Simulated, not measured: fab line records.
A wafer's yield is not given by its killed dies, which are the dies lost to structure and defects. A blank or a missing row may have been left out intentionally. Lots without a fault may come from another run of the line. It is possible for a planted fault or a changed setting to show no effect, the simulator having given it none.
Matching of chambers | flow n5_finfet | 4 sister chambers for N5_BEOL_M2_ETCH_70 on rie_diel-04
The step etches SOC in N2/H2, target depth 80 nm, overetch 24 nm, time 130 s. 4 wafers are shown with their chamber, then 8 later ones without.

== WAFERS, EACH WITH ITS CHAMBER ==
wafer  | chamber | showerhead_plenum_p_Torr (Torr)
L078.6 | 1       | 2.63
L082.6 | 0       | 2.72
L083.1 | 3       | 2.47
L089.1 | 2       | 2.52

== WAFERS WHOSE CHAMBER IS MISSING ==
wafer  | showerhead_plenum_p_Torr (Torr)
L089.3 | 2.47
L089.4 | 2.47
L092.2 | 2.46
L092.4 | 2.52
L092.6 | 2.62
L094.1 | 2.52
L094.2 | 2.70
L094.3 | 2.62

== EACH ONE'S CHAMBER ==
wafer  | from the rows above | in truth
L089.3 | 3                   | 3
L089.4 | 3                   | 3
L092.2 | 3                   | 3
L092.4 | 2                   | 2
L092.6 | 1                   | 1
L094.1 | 2                   | 2
L094.2 | 0                   | 0
L094.3 | 1                   | 1
Correctly placed: 8 of 8. Number that these rows cannot place: 0. 0 placed wrongly.
How it was worked out, from the rows above alone: a wafer's distance from a chamber is the root of the sum, over the readings, of the square of ((its reading less the chamber's mean) divided by the reading's scatter). The wafer belongs to the nearest chamber; if the next one is less than 2 further off, it can't be placed. The mean given for a chamber averages the wafers shown for that chamber. The scatter (one wafer shown for each chamber): square how far every hidden wafer sits from the nearest shown wafer, average those squares and take the square root.
